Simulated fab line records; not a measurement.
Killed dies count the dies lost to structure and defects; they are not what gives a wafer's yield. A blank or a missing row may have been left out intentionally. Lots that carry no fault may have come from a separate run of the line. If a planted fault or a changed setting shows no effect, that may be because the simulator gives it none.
Matching of chambers / flow nand harc / NHARC_A_CHANNEL_FILL_D1_ALD_25 on ald hk-04 has 4 sister chambers
The step deposits SiOx, target thk 60 nm, pulse time 10 s, ald cycles 600. 4 wafers are shown with their chamber, then 7 later ones without.

== WAFERS WITH THEIR CHAMBER ==
wafer=L812.1; chamber=1; heater power w (W)=421
wafer=L815.1; chamber=0; heater power w (W)=434
wafer=L822.3; chamber=3; heater power w (W)=422
wafer=L822.1; chamber=2; heater power w (W)=381

== WAFERS WHOSE CHAMBER IS MISSING ==
wafer=L822.6; heater power w (W)=420
wafer=L824.2; heater power w (W)=395
wafer=L824.4; heater power w (W)=420
wafer=L824.5; heater power w (W)=430
wafer=L825.4; heater power w (W)=413
wafer=L825.3; heater power w (W)=419
wafer=L825.5; heater power w (W)=385

== THE CHAMBER EACH PASSED THROUGH ==
wafer=L822.6; from the rows above=can't be placed: 1 or 3 or 0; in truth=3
wafer=L824.2; from the rows above=can't be placed: 2 or 1 or 3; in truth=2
wafer=L824.4; from the rows above=can't be placed: 1 or 3 or 0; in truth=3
wafer=L824.5; from the rows above=can't be placed: 0 or 3 or 1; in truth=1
wafer=L825.4; from the rows above=can't be placed: 1 or 3 or 0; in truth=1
wafer=L825.3; from the rows above=can't be placed: 1 or 3 or 0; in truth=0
wafer=L825.5; from the rows above=2; in truth=2
Placed correctly: 1 of 7. From these rows, 6 cannot be placed; in 6 the true chamber is one of the candidates. 0 placed wrongly.
How it was worked out, from the rows above alone: a wafer's distance from a chamber is the root of the sum, over the readings, of the square of ((its reading less the chamber's mean) divided by the reading's scatter). If the next closest chamber is less than 2 further off than the closest, the wafer can't be placed; otherwise it belongs to the closest. A chamber's mean is the mean of its shown wafers. The scatter: with one shown wafer a chamber, the root of the mean of the squares of how far each hidden wafer lies from its nearest shown one.
